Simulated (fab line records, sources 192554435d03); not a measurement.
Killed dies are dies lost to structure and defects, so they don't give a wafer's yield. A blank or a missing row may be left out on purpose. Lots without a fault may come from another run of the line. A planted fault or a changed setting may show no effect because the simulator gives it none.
Split-lot experiment | flow n5_finfet | 7 lots, 21 wafers read, on a route of 1938 steps

THE SPLIT
At N5_BEOL_M13_EXPOSE_25 (exposes mask M13, target cd 210 nm), the setting dose_mj was moved away from the recipe's 22 on 5 of the 21 wafers read, by -2.7% to +3.7%. The other wafers ran this setting at the recipe's value.

FROM THE SPLIT TO THE READING: what the file shows between them, 2 steps
- N5_BEOL_M13_PEB_26: peb time 90 s
- N5_BEOL_M13_DEVELOP_27: develop time 45 s

THE READING
BEOL_M13.cd_nm (the simulator's own value, which no gauge read), in nm, at N5_BEOL_M13_DESCUM_33 (chemistry O2, time 7.9 s). The file gives no usual value for it. The 16 wafers here that ran the recipe average 208.4 nm, standard deviation 1.2 nm.

wafer  | tool, chamber at the split | dose_mj as run | against the recipe | BEOL_M13.cd_nm, nm | against lot-mates on the recipe
L076.3 | krf_scanner-01, 0          | 22             | recipe             | 209.4              | -
L076.5 | krf_scanner-01, 0          | 22             | recipe             | 210.2              | -
L076.6 | krf_scanner-01, 0          | 22             | recipe             | 208.6              | -
L079.2 | krf_scanner-02, 0          | 22             | recipe             | 208.4              | -
L079.5 | krf_scanner-02, 0          | 22             | recipe             | 208.8              | -
L079.6 | krf_scanner-02, 0          | 22             | recipe             | 209                | -
L078.1 | krf_scanner-01, 0          | 22             | recipe             | 211.2              | -
L078.3 | krf_scanner-01, 0          | 22             | recipe             | 207.8              | -
L078.6 | krf_scanner-01, 0          | 22             | recipe             | 208.2              | -
L080.1 | krf_scanner-01, 0          | 22.81          | +3.7%              | 211.4              | +5.4
L080.3 | krf_scanner-01, 0          | 22.81          | +3.7%              | 212.4              | +6.4
L080.4 | krf_scanner-01, 0          | 22             | recipe             | 206                | -
L083.3 | krf_scanner-02, 0          | 21.41          | -2.7%              | 204.8              | -3.0
L083.4 | krf_scanner-02, 0          | 22             | recipe             | 208.8              | -
L083.6 | krf_scanner-02, 0          | 22             | recipe             | 206.8              | -
L085.3 | krf_scanner-02, 0          | 22             | recipe             | 208                | -
L085.5 | krf_scanner-02, 0          | 22.71          | +3.2%              | 212                | +4.0
L085.6 | krf_scanner-02, 0          | 22.71          | +3.2%              | 211.8              | +3.8
L087.2 | krf_scanner-02, 0          | 22             | recipe             | 209.2              | -
L087.4 | krf_scanner-02, 0          | 22             | recipe             | 207.2              | -
L087.5 | krf_scanner-02, 0          | 22             | recipe             | 207.4              | -

THE FIT
A straight line over all 21 wafers: BEOL_M13.cd_nm changes by +1.06 nm for each +1% of dose_mj; r = +0.82; the points scatter about the line by 1.2 nm.
The same after taking each lot's own level away (the mean of its wafers on the recipe; 21 wafers): +1.38 nm for each +1%; r = +0.93; scatter 0.91 nm.
On that fit, the largest move of dose_mj shifts the reading by 5.1 nm.
The lots' own levels span 206.00 to 209.40 nm, that is 2.7 times the standard deviation above.
So the lot-to-lot level changes the slope: the two fits differ.
Check: with one of the wafers moved furthest among these (+3.7%) left out of the fit, the line predicts +5.05 nm for it against its lot-mates. It came out at +5.4 nm against them.

OTHER SPLITS ON THESE WAFERS
These wafers also went through other splits before the reading. Each is held against what the fit with the lots' levels taken away leaves over:
other split on the same wafers | wafers away from the commonest value | r with BEOL_M13.cd_nm (lot level and that fit taken away)
N5_BEOL_M12_SPUTTER_44 power_w | 5                                    | -0.20
N5_BEOL_M13_COAT_22 spin_rpm   | 6                                    | +0.25

THE FILE'S OWN FIT
BEOL_M13.cd_nm changes by +1.36 nm for each +1% of dose_mj, r = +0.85.
